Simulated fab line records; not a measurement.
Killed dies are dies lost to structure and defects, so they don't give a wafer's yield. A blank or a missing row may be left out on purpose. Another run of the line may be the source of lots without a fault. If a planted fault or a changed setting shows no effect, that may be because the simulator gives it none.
fab line records || flow n5Finfet || part 2 of 2: steps 15 to 19 of 19
record: {"lots": 5, "wafers": 15, "lastDay": 16}
route steps=1938 shown DUMMY_GATE@232
lots with no fault: from the same line, run without faults
startH: hours from the record's first day to the start of the lot's first wafer shown || waitH: hours from the lot's prior step to this one || " same as the row above || L1.1+2: several wafers, shown together as one row || - no value, or no start given || * or withheld: withheld || < > ~ a bound
route shown NAME@n: a module of which the file shows steps, and the number in the route of the first || usual: mean and standard deviation over wafers with no fault || same: alike in all rows || chamber/n: place in a boat || sites: per-site readings || _std_site: standard deviation across them || _edge_site: inner sites' mean taken away from outer sites' mean || radiusMm: how far each site lies from the wafer's centre || mask NAME#n: copy n || behind: tool/chamber where the wafer was last shaped || hold: why the lot was held/for how many hours/how that ended || device: which transistor (n, p or np) failed to switch || end of line: tests of these same wafers at the route's end || a step without rows: its recipe alone || killed: dies lost to structure and defects at the first sort, not the wafer's yield || map: a wafer's dies, marking killed ones x, the rest . and places with no die _
set.NAME: the run value of the setting; set.NAME@STEP: its run value at that earlier step || model.NAME: the simulator's own value behind a step, which no gauge read
lots at some steps of the route; a table a step, a row a wafer
services: a tool's chamber out of use, with start hour (startH, from the record's first day; less than 0 if before it), hours out, and reason
== steps ==
step: N5_DUMMY_GATE_ETCH_32
recipe: {"chemistry": "CF4", "target": "SiO2", "targetDepthA": 35, "timeS": 3.9, "ionEnergyEv": 350, "pressureMtorr": 10, "icpW": 800, "biasW": 400, "cf4FlowSccm": 80}
usual: {"drypumpMotorCurrentA": "5.7/0.45", "heBacksideLeakSccm": "2.75/0.27", "oesProductAu": "1.021/0.021", "rfFwdPowerW": "790/3.5", "throttleValvePct": "21.80/0.22"}
{"lot.wafer": "L077.2", "tool": "rieSi-06", "chamber": 0, "startH": 65.95, "waitH": 0.1, "drypumpMotorCurrentA": 5.6, "heBacksideLeakSccm": 2.82, "oesProductAu": 1.024, "rfFwdPowerW": 787, "rfHoursCounterH": 174, "throttleValvePct": 21.75}
{"lot.wafer": "L077.5", "tool": "rieSi-06", "chamber": 3, "startH": 65.95, "waitH": 0.1, "drypumpMotorCurrentA": 5.3, "heBacksideLeakSccm": 2.68, "oesProductAu": 0.979, "rfFwdPowerW": 793, "rfHoursCounterH": "-", "throttleValvePct": 21.74}
{"lot.wafer": "L077.6", "tool": "rieSi-06", "chamber": 2, "startH": 65.95, "waitH": 0.1, "drypumpMotorCurrentA": 5.0, "heBacksideLeakSccm": 2.19, "oesProductAu": 1.009, "rfFwdPowerW": 789, "rfHoursCounterH": "-", "throttleValvePct": 22.07}
{"lot.wafer": "L081.4", "tool": "rieSi-05", "chamber": 0, "startH": 89.72, "waitH": 0.1, "drypumpMotorCurrentA": 6.4, "heBacksideLeakSccm": 2.50, "oesProductAu": 1.039, "rfFwdPowerW": 791, "rfHoursCounterH": 157, "throttleValvePct": 22.06}
{"lot.wafer": "L081.5", "tool": "rieSi-05", "chamber": 1, "startH": 89.72, "waitH": 0.1, "drypumpMotorCurrentA": 6.0, "heBacksideLeakSccm": 2.84, "oesProductAu": 1.035, "rfFwdPowerW": 793, "rfHoursCounterH": "-", "throttleValvePct": 21.98}
{"lot.wafer": "L081.6", "tool": "rieSi-05", "chamber": 2, "startH": 89.72, "waitH": 0.1, "drypumpMotorCurrentA": 6.0, "heBacksideLeakSccm": 3.03, "oesProductAu": 1.007, "rfFwdPowerW": 791, "rfHoursCounterH": "-", "throttleValvePct": 21.82}
{"lot.wafer": "L082.1", "tool": "rieSi-04", "chamber": 0, "startH": 105.10, "waitH": 0.1, "drypumpMotorCurrentA": 6.5, "heBacksideLeakSccm": 2.75, "oesProductAu": 1.032, "rfFwdPowerW": 792, "rfHoursCounterH": 73, "throttleValvePct": 21.54}
{"lot.wafer": "L082.3", "tool": "rieSi-04", "chamber": 3, "startH": 105.10, "waitH": 0.1, "drypumpMotorCurrentA": 5.8, "heBacksideLeakSccm": 2.91, "oesProductAu": 1.036, "rfFwdPowerW": 788, "rfHoursCounterH": 15, "throttleValvePct": 22.15}
{"lot.wafer": "L082.5", "tool": "rieSi-04", "chamber": 2, "startH": 105.10, "waitH": 0.1, "drypumpMotorCurrentA": 5.6, "heBacksideLeakSccm": 2.38, "oesProductAu": 1.019, "rfFwdPowerW": 797, "rfHoursCounterH": "-", "throttleValvePct": 21.50}
{"lot.wafer": "L089.1", "tool": "rieSi-04", "chamber": 1, "startH": 137.10, "waitH": 0.1, "drypumpMotorCurrentA": 5.2, "heBacksideLeakSccm": 2.87, "oesProductAu": 1.009, "rfFwdPowerW": 795, "rfHoursCounterH": 165, "throttleValvePct": 21.65}
{"lot.wafer": "L089.2", "tool": "rieSi-04", "chamber": 0, "startH": 137.10, "waitH": 0.1, "drypumpMotorCurrentA": 6.5, "heBacksideLeakSccm": 2.79, "oesProductAu": 1.034, "rfFwdPowerW": 785, "rfHoursCounterH": 74, "throttleValvePct": 21.54}
{"lot.wafer": "L089.3", "tool": "rieSi-04", "chamber": 3, "startH": 137.10, "waitH": 0.1, "drypumpMotorCurrentA": 5.8, "heBacksideLeakSccm": 3.02, "oesProductAu": 1.044, "rfFwdPowerW": 783, "rfHoursCounterH": 15, "throttleValvePct": 22.16}
{"lot.wafer": "L093.4", "tool": "rieSi-05", "chamber": 2, "startH": 160.90, "waitH": 0.0, "drypumpMotorCurrentA": 6.0, "heBacksideLeakSccm": 3.03, "oesProductAu": 1.012, "rfFwdPowerW": 786, "rfHoursCounterH": "-", "throttleValvePct": 21.82}
{"lot.wafer": "L093.5", "tool": "rieSi-05", "chamber": 0, "startH": 160.90, "waitH": 0.0, "drypumpMotorCurrentA": 6.4, "heBacksideLeakSccm": 2.56, "oesProductAu": 1.048, "rfFwdPowerW": 786, "rfHoursCounterH": "-", "throttleValvePct": 22.06}
{"lot.wafer": "L093.6", "tool": "rieSi-05", "chamber": 1, "startH": 160.90, "waitH": 0.0, "drypumpMotorCurrentA": 6.0, "heBacksideLeakSccm": 3.10, "oesProductAu": 1.032, "rfFwdPowerW": 794, "rfHoursCounterH": "-", "throttleValvePct": 21.99}
step: N5_DUMMY_GATE_ETCH_23
recipe: {"chemistry": "HBr/Cl2/O2", "HBr_flow_sccm": 150, "Cl2_flow_sccm": 80, "O2_flow_sccm": 12, "biasW": 102, "targetDepthA": 410, "timeS": 22.3, "target": "poly-Si", "maskMaterial": "SiO2", "pressureMtorr": 10, "icpW": 800}
usual: {"O2_flow_sccm": "12.00/0.035", "drypumpMotorCurrentA": "5.8/0.45", "heBacksideLeakSccm": "2.76/0.27", "mfcCl2Sccm": "79.99/0.24", "oesProductAu": "1.017/0.019", "rfFwdPowerW": "794.3/2.4", "throttleValvePct": "37.2/0.36"}
{"lot.wafer": "L077.2", "tool": "rieSi-06", "chamber": 0, "startH": 65.99, "waitH": 0.0, "O2_flow_sccm": 12.03, "drypumpMotorCurrentA": 5.6, "heBacksideLeakSccm": 2.95, "mfcCl2Sccm": 80.08, "oesProductAu": 1.007, "rfFwdPowerW": 793.7, "rfHoursCounterH": 174, "throttleValvePct": 37.3}
{"lot.wafer": "L077.5", "tool": "rieSi-06", "chamber": 3, "startH": 65.99, "waitH": 0.0, "O2_flow_sccm": 12.05, "drypumpMotorCurrentA": 5.3, "heBacksideLeakSccm": 2.63, "mfcCl2Sccm": 79.83, "oesProductAu": 0.965, "rfFwdPowerW": 793.6, "rfHoursCounterH": "-", "throttleValvePct": 37.0}
{"lot.wafer": "L077.6", "tool": "rieSi-06", "chamber": 2, "startH": 65.99, "waitH": 0.0, "O2_flow_sccm": 12.06, "drypumpMotorCurrentA": 5.0, "heBacksideLeakSccm": 2.31, "mfcCl2Sccm": 80.21, "oesProductAu": 1.017, "rfFwdPowerW": 793.1, "rfHoursCounterH": "-", "throttleValvePct": 37.4}
{"lot.wafer": "L081.4", "tool": "rieSi-05", "chamber": 0, "startH": 89.75, "waitH": 0.0, "O2_flow_sccm": 11.96, "drypumpMotorCurrentA": 6.4, "heBacksideLeakSccm": 2.43, "mfcCl2Sccm": 80.23, "oesProductAu": 1.032, "rfFwdPowerW": 789.4, "rfHoursCounterH": 157, "throttleValvePct": 37.5}
{"lot.wafer": "L081.5", "tool": "rieSi-05", "chamber": 1, "startH": 89.75, "waitH": 0.0, "O2_flow_sccm": 12.01, "drypumpMotorCurrentA": 6.0, "heBacksideLeakSccm": 2.97, "mfcCl2Sccm": 79.84, "oesProductAu": 1.018, "rfFwdPowerW": 801.3, "rfHoursCounterH": "-", "throttleValvePct": 37.3}
{"lot.wafer": "L081.6", "tool": "rieSi-05", "chamber": 2, "startH": 89.75, "waitH": 0.0, "O2_flow_sccm": 12.08, "drypumpMotorCurrentA": 6.0, "heBacksideLeakSccm": 3.07, "mfcCl2Sccm": 80.20, "oesProductAu": 0.995, "rfFwdPowerW": 793.9, "rfHoursCounterH": "-", "throttleValvePct": 37.2}
{"lot.wafer": "L082.1", "tool": "rieSi-04", "chamber": 0, "startH": 105.14, "waitH": 0.0, "O2_flow_sccm": 12.01, "drypumpMotorCurrentA": 6.5, "heBacksideLeakSccm": 2.84, "mfcCl2Sccm": 79.65, "oesProductAu": 1.028, "rfFwdPowerW": 796.0, "rfHoursCounterH": 73, "throttleValvePct": 36.7}
{"lot.wafer": "L082.3", "tool": "rieSi-04", "chamber": 3, "startH": 105.14, "waitH": 0.0, "O2_flow_sccm": 11.96, "drypumpMotorCurrentA": 5.8, "heBacksideLeakSccm": 2.93, "mfcCl2Sccm": 80.26, "oesProductAu": 1.034, "rfFwdPowerW": 792.7, "rfHoursCounterH": 15, "throttleValvePct": 37.9}
{"lot.wafer": "L082.5", "tool": "rieSi-04", "chamber": 2, "startH": 105.14, "waitH": 0.0, "O2_flow_sccm": 11.99, "drypumpMotorCurrentA": 5.6, "heBacksideLeakSccm": 2.53, "mfcCl2Sccm": 79.96, "oesProductAu": 1.008, "rfFwdPowerW": 795.5, "rfHoursCounterH": "-", "throttleValvePct": 36.9}
{"lot.wafer": "L089.1", "tool": "rieSi-04", "chamber": 1, "startH": 137.13, "waitH": 0.0, "O2_flow_sccm": 12.01, "drypumpMotorCurrentA": 5.2, "heBacksideLeakSccm": 3.13, "mfcCl2Sccm": 80.00, "oesProductAu": 0.990, "rfFwdPowerW": 795.6, "rfHoursCounterH": 165, "throttleValvePct": 36.7}
{"lot.wafer": "L089.2", "tool": "rieSi-04", "chamber": 0, "startH": 137.13, "waitH": 0.0, "O2_flow_sccm": 12.00, "drypumpMotorCurrentA": 6.5, "heBacksideLeakSccm": 2.77, "mfcCl2Sccm": 80.08, "oesProductAu": 1.033, "rfFwdPowerW": 795.4, "rfHoursCounterH": 74, "throttleValvePct": 36.7}
{"lot.wafer": "L089.3", "tool": "rieSi-04", "chamber": 3, "startH": 137.13, "waitH": 0.0, "O2_flow_sccm": 12.04, "drypumpMotorCurrentA": 5.8, "heBacksideLeakSccm": 2.86, "mfcCl2Sccm": 80.12, "oesProductAu": 1.027, "rfFwdPowerW": 796.1, "rfHoursCounterH": 15, "throttleValvePct": 37.9}
{"lot.wafer": "L093.4", "tool": "rieSi-05", "chamber": 2, "startH": 160.95, "waitH": 0.0, "O2_flow_sccm": 12.01, "drypumpMotorCurrentA": 6.0, "heBacksideLeakSccm": 3.09, "mfcCl2Sccm": 80.20, "oesProductAu": 1.017, "rfFwdPowerW": 792.2, "rfHoursCounterH": "-", "throttleValvePct": 37.3}
{"lot.wafer": "L093.5", "tool": "rieSi-05", "chamber": 0, "startH": 160.95, "waitH": 0.0, "O2_flow_sccm": 11.97, "drypumpMotorCurrentA": 6.4, "heBacksideLeakSccm": 2.41, "mfcCl2Sccm": 80.09, "oesProductAu": 1.017, "rfFwdPowerW": 792.9, "rfHoursCounterH": "-", "throttleValvePct": 37.5}
{"lot.wafer": "L093.6", "tool": "rieSi-05", "chamber": 1, "startH": 160.95, "waitH": 0.0, "O2_flow_sccm": 11.98, "drypumpMotorCurrentA": 6.0, "heBacksideLeakSccm": 2.94, "mfcCl2Sccm": 80.17, "oesProductAu": 1.023, "rfFwdPowerW": 795.5, "rfHoursCounterH": "-", "throttleValvePct": 37.3}
step: N5_DUMMY_GATE_ETCH_44
recipe: {"chemistry": "HBr/O2", "overEtchFrac": 0.7, "targetDepthA": 1275, "stopOn": "SiO2", "ionEnergyEv": 60, "biasW": 20, "target": "poly-Si", "maskMaterial": "SiO2", "pressureMtorr": 20, "icpW": 400, "HBr_flow_sccm": 120, "O2_flow_sccm": 10}
usual: {"O2_flow_sccm": "10.00/0.031", "drypumpMotorCurrentA": "5.8/0.44", "heBacksideLeakSccm": "2.76/0.27", "oesProductAu": "0.736/0.013", "rfFwdPowerW": "397.8/1.3", "throttleValvePct": "18.50/0.18"}
{"lot.wafer": "L077.2", "tool": "rieSi-06", "chamber": 0, "startH": 66.04, "waitH": 0.0, "O2_flow_sccm": 10.06, "drypumpMotorCurrentA": 5.6, "heBacksideLeakSccm": 2.92, "oesProductAu": 0.736, "rfFwdPowerW": 397.8, "rfHoursCounterH": 174, "throttleValvePct": 18.61}
{"lot.wafer": "L077.5", "tool": "rieSi-06", "chamber": 3, "startH": 66.04, "waitH": 0.0, "O2_flow_sccm": 9.98, "drypumpMotorCurrentA": 5.3, "heBacksideLeakSccm": 2.61, "oesProductAu": 0.708, "rfFwdPowerW": 397.7, "rfHoursCounterH": "-", "throttleValvePct": 18.45}
{"lot.wafer": "L077.6", "tool": "rieSi-06", "chamber": 2, "startH": 66.04, "waitH": 0.0, "O2_flow_sccm": 10.03, "drypumpMotorCurrentA": 5.0, "heBacksideLeakSccm": 2.29, "oesProductAu": 0.743, "rfFwdPowerW": 398.2, "rfHoursCounterH": "-", "throttleValvePct": 18.64}
{"lot.wafer": "L081.4", "tool": "rieSi-05", "chamber": 0, "startH": 89.81, "waitH": 0.0, "O2_flow_sccm": 10.01, "drypumpMotorCurrentA": 6.4, "heBacksideLeakSccm": 2.44, "oesProductAu": 0.746, "rfFwdPowerW": 398.0, "rfHoursCounterH": 157, "throttleValvePct": 18.72}
{"lot.wafer": "L081.5", "tool": "rieSi-05", "chamber": 1, "startH": 89.81, "waitH": 0.0, "O2_flow_sccm": 9.96, "drypumpMotorCurrentA": 6.0, "heBacksideLeakSccm": 2.82, "oesProductAu": 0.746, "rfFwdPowerW": 399.3, "rfHoursCounterH": "-", "throttleValvePct": 18.71}
{"lot.wafer": "L081.6", "tool": "rieSi-05", "chamber": 2, "startH": 89.81, "waitH": 0.0, "O2_flow_sccm": 10.05, "drypumpMotorCurrentA": 6.0, "heBacksideLeakSccm": 2.99, "oesProductAu": 0.727, "rfFwdPowerW": 396.5, "rfHoursCounterH": "-", "throttleValvePct": 18.56}
{"lot.wafer": "L082.1", "tool": "rieSi-04", "chamber": 0, "startH": 105.19, "waitH": 0.0, "O2_flow_sccm": 10.02, "drypumpMotorCurrentA": 6.5, "heBacksideLeakSccm": 2.81, "oesProductAu": 0.751, "rfFwdPowerW": 397.1, "rfHoursCounterH": 73, "throttleValvePct": 18.23}
{"lot.wafer": "L082.3", "tool": "rieSi-04", "chamber": 3, "startH": 105.19, "waitH": 0.0, "O2_flow_sccm": 9.98, "drypumpMotorCurrentA": 5.8, "heBacksideLeakSccm": 2.79, "oesProductAu": 0.756, "rfFwdPowerW": 397.6, "rfHoursCounterH": 15, "throttleValvePct": 18.72}
{"lot.wafer": "L082.5", "tool": "rieSi-04", "chamber": 2, "startH": 105.19, "waitH": 0.0, "O2_flow_sccm": 9.96, "drypumpMotorCurrentA": 5.6, "heBacksideLeakSccm": 2.45, "oesProductAu": 0.748, "rfFwdPowerW": 398.5, "rfHoursCounterH": "-", "throttleValvePct": 18.33}
{"lot.wafer": "L089.1", "tool": "rieSi-04", "chamber": 1, "startH": 137.19, "waitH": 0.0, "O2_flow_sccm": 10.03, "drypumpMotorCurrentA": 5.2, "heBacksideLeakSccm": 3.14, "oesProductAu": 0.719, "rfFwdPowerW": 399.2, "rfHoursCounterH": 165, "throttleValvePct": 18.41}
{"lot.wafer": "L089.2", "tool": "rieSi-04", "chamber": 0, "startH": 137.19, "waitH": 0.0, "O2_flow_sccm": 9.99, "drypumpMotorCurrentA": 6.5, "heBacksideLeakSccm": 2.60, "oesProductAu": 0.737, "rfFwdPowerW": 398.1, "rfHoursCounterH": 74, "throttleValvePct": 18.25}
{"lot.wafer": "L089.3", "tool": "rieSi-04", "chamber": 3, "startH": 137.19, "waitH": 0.0, "O2_flow_sccm": 10.01, "drypumpMotorCurrentA": 5.8, "heBacksideLeakSccm": 3.04, "oesProductAu": 0.730, "rfFwdPowerW": 397.1, "rfHoursCounterH": 15, "throttleValvePct": 18.71}
{"lot.wafer": "L093.4", "tool": "rieSi-05", "chamber": 2, "startH": 161.02, "waitH": 0.0, "O2_flow_sccm": 10.00, "drypumpMotorCurrentA": 6.0, "heBacksideLeakSccm": 3.22, "oesProductAu": 0.716, "rfFwdPowerW": 397.1, "rfHoursCounterH": "-", "throttleValvePct": 18.55}
{"lot.wafer": "L093.5", "tool": "rieSi-05", "chamber": 0, "startH": 161.02, "waitH": 0.0, "O2_flow_sccm": 10.01, "drypumpMotorCurrentA": 6.4, "heBacksideLeakSccm": 2.36, "oesProductAu": 0.742, "rfFwdPowerW": 395.9, "rfHoursCounterH": "-", "throttleValvePct": 18.73}
{"lot.wafer": "L093.6", "tool": "rieSi-05", "chamber": 1, "startH": 161.02, "waitH": 0.0, "O2_flow_sccm": 10.01, "drypumpMotorCurrentA": 6.0, "heBacksideLeakSccm": 3.15, "oesProductAu": 0.736, "rfFwdPowerW": 401.6, "rfHoursCounterH": "-", "throttleValvePct": 18.71}
step: N5_DUMMY_GATE_CD_MEAS_24
recipe: {"targetCdNm": 15}
usual: {"cdNm": "14.8/0.42"}
{"lot.wafer": "L077.2", "tool": "cdSem-02", "chamber": "-", "startH": 66.16, "waitH": 0.1, "cdNm": 14.2}
{"lot.wafer": "L077.5", "tool": "cdSem-02", "chamber": "-", "startH": 66.16, "waitH": 0.1, "cdNm": 14.6}
{"lot.wafer": "L077.6", "tool": "cdSem-02", "chamber": "-", "startH": 66.16, "waitH": 0.1, "cdNm": 14.8}
{"lot.wafer": "L081.4", "tool": "cdSem-01", "chamber": "-", "startH": 89.93, "waitH": 0.1, "cdNm": 15.5}
{"lot.wafer": "L081.5", "tool": "cdSem-01", "chamber": "-", "startH": 89.93, "waitH": 0.1, "cdNm": 15.1}
{"lot.wafer": "L081.6", "tool": "cdSem-01", "chamber": "-", "startH": 89.93, "waitH": 0.1, "cdNm": 15.0}
{"lot.wafer": "L082.1", "tool": "cdSem-02", "chamber": "-", "startH": 105.30, "waitH": 0.1, "cdNm": 15.4}
{"lot.wafer": "L082.3", "tool": "cdSem-02", "chamber": "-", "startH": 105.30, "waitH": 0.1, "cdNm": 15.2}
{"lot.wafer": "L082.5", "tool": "cdSem-02", "chamber": "-", "startH": 105.30, "waitH": 0.1, "cdNm": 14.3}
{"lot.wafer": "L089.1", "tool": "cdSem-03", "chamber": "-", "startH": 137.30, "waitH": 0.1, "cdNm": 14.6}
{"lot.wafer": "L089.2", "tool": "cdSem-03", "chamber": "-", "startH": 137.30, "waitH": 0.1, "cdNm": 14.7}
{"lot.wafer": "L089.3", "tool": "cdSem-03", "chamber": "-", "startH": 137.30, "waitH": 0.1, "cdNm": 14.8}
{"lot.wafer": "L093.4", "tool": "cdSem-03", "chamber": "-", "startH": 161.09, "waitH": 0.0, "cdNm": 14.7}
{"lot.wafer": "L093.5", "tool": "cdSem-03", "chamber": "-", "startH": 161.09, "waitH": 0.0, "cdNm": 14.6}
{"lot.wafer": "L093.6", "tool": "cdSem-03", "chamber": "-", "startH": 161.09, "waitH": 0.0, "cdNm": 14.8}
step: N5_DUMMY_GATE_ETCH_42
recipe: {"chemistry": "CHF3/O2", "target": "SiO2", "targetDepthA": 35, "timeS": 31, "ionEnergyEv": 30, "biasW": 12, "pressureMtorr": 30, "sourceW": 600, "Ar_flow_sccm": 200, "CHF3_flow_sccm": 50, "O2_flow_sccm": 5}
usual: {"O2_flow_sccm": "4.998/0.015", "drypumpMotorCurrentA": "5.7/0.44", "oesProductAu": "0.79/0.097", "rfFwdPowerW": "594.7/2.1", "rfVppV": "42.4/1.1", "showerheadPlenumPTorr": "2.42/0.072", "throttleValvePct": "18.92/0.22"}
{"lot.wafer": "L077.2", "tool": "rieDiel-05", "chamber": 0, "startH": 66.31, "waitH": 0.2, "O2_flow_sccm": 5.006, "drypumpMotorCurrentA": 5.0, "oesProductAu": 0.83, "rfFwdPowerW": 595.1, "rfHoursCounterH": 93, "rfVppV": 42.2, "showerheadPlenumPTorr": 2.44, "throttleValvePct": 19.20}
{"lot.wafer": "L077.5", "tool": "rieDiel-05", "chamber": 1, "startH": 66.31, "waitH": 0.2, "O2_flow_sccm": 5.000, "drypumpMotorCurrentA": 5.8, "oesProductAu": 0.94, "rfFwdPowerW": 596.8, "rfHoursCounterH": "-", "rfVppV": 42.2, "showerheadPlenumPTorr": 2.39, "throttleValvePct": 18.61}
{"lot.wafer": "L077.6", "tool": "rieDiel-05", "chamber": 2, "startH": 66.31, "waitH": 0.2, "O2_flow_sccm": 5.028, "drypumpMotorCurrentA": 5.9, "oesProductAu": 0.84, "rfFwdPowerW": 592.2, "rfHoursCounterH": "-", "rfVppV": 41.5, "showerheadPlenumPTorr": 2.45, "throttleValvePct": 18.79}
{"lot.wafer": "L081.4", "tool": "rieDiel-05", "chamber": 2, "startH": 89.96, "waitH": 0.0, "O2_flow_sccm": 4.988, "drypumpMotorCurrentA": 5.9, "oesProductAu": 0.84, "rfFwdPowerW": 593.3, "rfHoursCounterH": 74, "rfVppV": 40.5, "showerheadPlenumPTorr": 2.44, "throttleValvePct": 18.80}
{"lot.wafer": "L081.5", "tool": "rieDiel-05", "chamber": 0, "startH": 89.96, "waitH": 0.0, "O2_flow_sccm": 4.986, "drypumpMotorCurrentA": 5.0, "oesProductAu": 0.83, "rfFwdPowerW": 591.8, "rfHoursCounterH": "-", "rfVppV": 40.8, "showerheadPlenumPTorr": 2.44, "throttleValvePct": 19.20}
{"lot.wafer": "L081.6", "tool": "rieDiel-05", "chamber": 1, "startH": 89.96, "waitH": 0.0, "O2_flow_sccm": 4.987, "drypumpMotorCurrentA": 5.8, "oesProductAu": 0.92, "rfFwdPowerW": 596.3, "rfHoursCounterH": "-", "rfVppV": 42.0, "showerheadPlenumPTorr": 2.39, "throttleValvePct": 18.62}
{"lot.wafer": "L082.1", "tool": "rieDiel-02", "chamber": 1, "startH": 105.35, "waitH": 0.0, "O2_flow_sccm": 4.996, "drypumpMotorCurrentA": 6.3, "oesProductAu": 0.69, "rfFwdPowerW": 593.2, "rfHoursCounterH": 249, "rfVppV": 40.9, "showerheadPlenumPTorr": 2.27, "throttleValvePct": 19.02}
{"lot.wafer": "L082.3", "tool": "rieDiel-02", "chamber": 0, "startH": 105.35, "waitH": 0.0, "O2_flow_sccm": 5.008, "drypumpMotorCurrentA": 6.1, "oesProductAu": 0.70, "rfFwdPowerW": 594.3, "rfHoursCounterH": 224, "rfVppV": 43.7, "showerheadPlenumPTorr": 2.49, "throttleValvePct": 19.12}
{"lot.wafer": "L082.5", "tool": "rieDiel-02", "chamber": 1, "startH": 105.35, "waitH": 0.0, "O2_flow_sccm": 5.021, "drypumpMotorCurrentA": 6.3, "oesProductAu": 0.68, "rfFwdPowerW": 592.3, "rfHoursCounterH": "-", "rfVppV": 42.4, "showerheadPlenumPTorr": 2.27, "throttleValvePct": 19.02}
{"lot.wafer": "L089.1", "tool": "rieDiel-05", "chamber": 1, "startH": 137.35, "waitH": 0.0, "O2_flow_sccm": 5.011, "drypumpMotorCurrentA": 5.8, "oesProductAu": 0.88, "rfFwdPowerW": 598.3, "rfHoursCounterH": 29, "rfVppV": 42.1, "showerheadPlenumPTorr": 2.38, "throttleValvePct": 18.65}
{"lot.wafer": "L089.2", "tool": "rieDiel-05", "chamber": 0, "startH": 137.35, "waitH": 0.0, "O2_flow_sccm": 4.999, "drypumpMotorCurrentA": 5.0, "oesProductAu": 0.81, "rfFwdPowerW": 596.6, "rfHoursCounterH": 113, "rfVppV": 42.0, "showerheadPlenumPTorr": 2.44, "throttleValvePct": 19.20}
{"lot.wafer": "L089.3", "tool": "rieDiel-05", "chamber": 3, "startH": 137.35, "waitH": 0.0, "O2_flow_sccm": 4.979, "drypumpMotorCurrentA": 5.9, "oesProductAu": 0.74, "rfFwdPowerW": 595.4, "rfHoursCounterH": 157, "rfVppV": 42.4, "showerheadPlenumPTorr": 2.52, "throttleValvePct": 19.23}
{"lot.wafer": "L093.4", "tool": "rieDiel-05", "chamber": 1, "startH": 161.13, "waitH": 0.0, "O2_flow_sccm": 4.999, "drypumpMotorCurrentA": 5.8, "oesProductAu": 0.87, "rfFwdPowerW": 596.2, "rfHoursCounterH": 36, "rfVppV": 42.4, "showerheadPlenumPTorr": 2.38, "throttleValvePct": 18.66}
{"lot.wafer": "L093.5", "tool": "rieDiel-05", "chamber": 3, "startH": 161.13, "waitH": 0.0, "O2_flow_sccm": 4.986, "drypumpMotorCurrentA": 5.9, "oesProductAu": 0.74, "rfFwdPowerW": 596.2, "rfHoursCounterH": "-", "rfVppV": 42.5, "showerheadPlenumPTorr": 2.52, "throttleValvePct": 19.24}
{"lot.wafer": "L093.6", "tool": "rieDiel-05", "chamber": 0, "startH": 161.13, "waitH": 0.0, "O2_flow_sccm": 5.012, "drypumpMotorCurrentA": 5.0, "oesProductAu": 0.80, "rfFwdPowerW": 592.0, "rfHoursCounterH": "-", "rfVppV": 40.4, "showerheadPlenumPTorr": 2.43, "throttleValvePct": 19.23}
== services ==
{"tool": "rieDiel-02", "chamber": 3, "startH": 48.96, "hours": 2.3, "kind": "repair"}
{"tool": "rieDiel-02", "chamber": "-", "startH": 57.25, "hours": 0.3, "kind": "repair"}
{"tool": "rieDiel-05", "chamber": 3, "startH": 57.32, "hours": 15.3, "kind": "repair"}
{"tool": "rieDiel-04", "chamber": 3, "startH": 61.36, "hours": "-", "kind": "clean"}
{"tool": "rieDiel-04", "chamber": 3, "startH": 61.36, "hours": "-", "kind": "consumableReplace:focusRing"}
{"tool": "rieDiel-04", "chamber": 3, "startH": 61.36, "hours": 25.9, "kind": "scheduledDown"}
{"tool": "rieDiel-04", "chamber": 3, "startH": 61.36, "hours": 25.9, "kind": "ventCycle"}
{"tool": "rieDiel-02", "chamber": 2, "startH": 88.86, "hours": 120.4, "kind": "repair"}
{"tool": "rieSi-05", "chamber": 0, "startH": 131.32, "hours": 10.0, "kind": "repair"}
{"tool": "rieSi-05", "chamber": 3, "startH": 134.31, "hours": 3.9, "kind": "repair"}
{"tool": "rieSi-04", "chamber": 1, "startH": 138.26, "hours": 14.7, "kind": "repair"}
{"tool": "rieSi-05", "chamber": 3, "startH": 152.75, "hours": "-", "kind": "clean"}
{"tool": "rieSi-05", "chamber": 3, "startH": 152.75, "hours": 23.4, "kind": "scheduledDown"}
{"tool": "rieSi-05", "chamber": 3, "startH": 152.75, "hours": 23.4, "kind": "ventCycle"}
{"tool": "rieDiel-04", "chamber": 2, "startH": 157.48, "hours": "-", "kind": "clean"}
{"tool": "rieDiel-04", "chamber": 2, "startH": 157.48, "hours": "-", "kind": "consumableReplace:focusRing"}
{"tool": "rieDiel-04", "chamber": 2, "startH": 157.48, "hours": 18.5, "kind": "scheduledDown"}
{"tool": "rieDiel-04", "chamber": 2, "startH": 157.48, "hours": 18.5, "kind": "ventCycle"}
